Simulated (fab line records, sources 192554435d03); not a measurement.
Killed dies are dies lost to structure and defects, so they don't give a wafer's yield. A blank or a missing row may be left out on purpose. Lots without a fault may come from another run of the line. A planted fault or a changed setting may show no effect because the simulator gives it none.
Chamber matching | flow n5_finfet | N5_FIN_CUT_CUT_ETCH_15 on rie_si-04: 4 sister chambers
The step etches Si in HBr/Cl2/O2, target depth 100 nm, bt time 10 s, time 42.4 s. 8 wafers are shown with their chamber, then 8 later ones without.

WAFERS WITH THEIR CHAMBER
wafer  | chamber | drypump_motor_current_A (A) | oes_product_au (a.u.)
L076.1 | 3       | 5.6                         | 0.983
L079.1 | 2       | 6.5                         | 1.006
L080.2 | 3       | 5.6                         | 0.980
L080.3 | 0       | 5.5                         | 0.988
L082.2 | 1       | 5.5                         | 0.971
L082.3 | 0       | 5.5                         | 0.990
L082.6 | 1       | 5.5                         | 0.959
L086.2 | 2       | 6.6                         | 0.996

WAFERS WITHOUT THEIR CHAMBER
wafer  | drypump_motor_current_A (A) | oes_product_au (a.u.)
L086.4 | 5.6                         | 0.986
L086.6 | 5.6                         | 0.984
L089.1 | 5.5                         | 0.990
L089.3 | 6.5                         | 1.003
L089.4 | 5.4                         | 0.968
L090.2 | 5.6                         | 0.972
L090.3 | 5.5                         | 0.966
L090.5 | 5.5                         | 0.988

WHICH CHAMBER EACH WENT THROUGH
wafer  | from the rows above     | in truth
L086.4 | 3                       | 3
L086.6 | 3                       | 3
L089.1 | 0                       | 0
L089.3 | 2                       | 2
L089.4 | can't be placed: 1 or 0 | 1
L090.2 | can't be placed: 3 or 1 | 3
L090.3 | 1                       | 1
L090.5 | 0                       | 0
Placed correctly: 6 of 8. Can't be placed from these rows: 2 (the true chamber is among the candidates in 2). Placed wrongly: 0.
How it was worked out, from the rows above alone: a wafer's distance from a chamber is the root of the sum, over the readings, of the square of ((its reading less the chamber's mean) divided by the reading's scatter). The wafer belongs to the nearest chamber; if the next one is less than 2 further off, it can't be placed. A chamber's mean is the mean of its shown wafers. The scatter: the root of (the sum of the squares of (reading less its chamber's mean) over the shown wafers, divided by (wafers less chambers)).
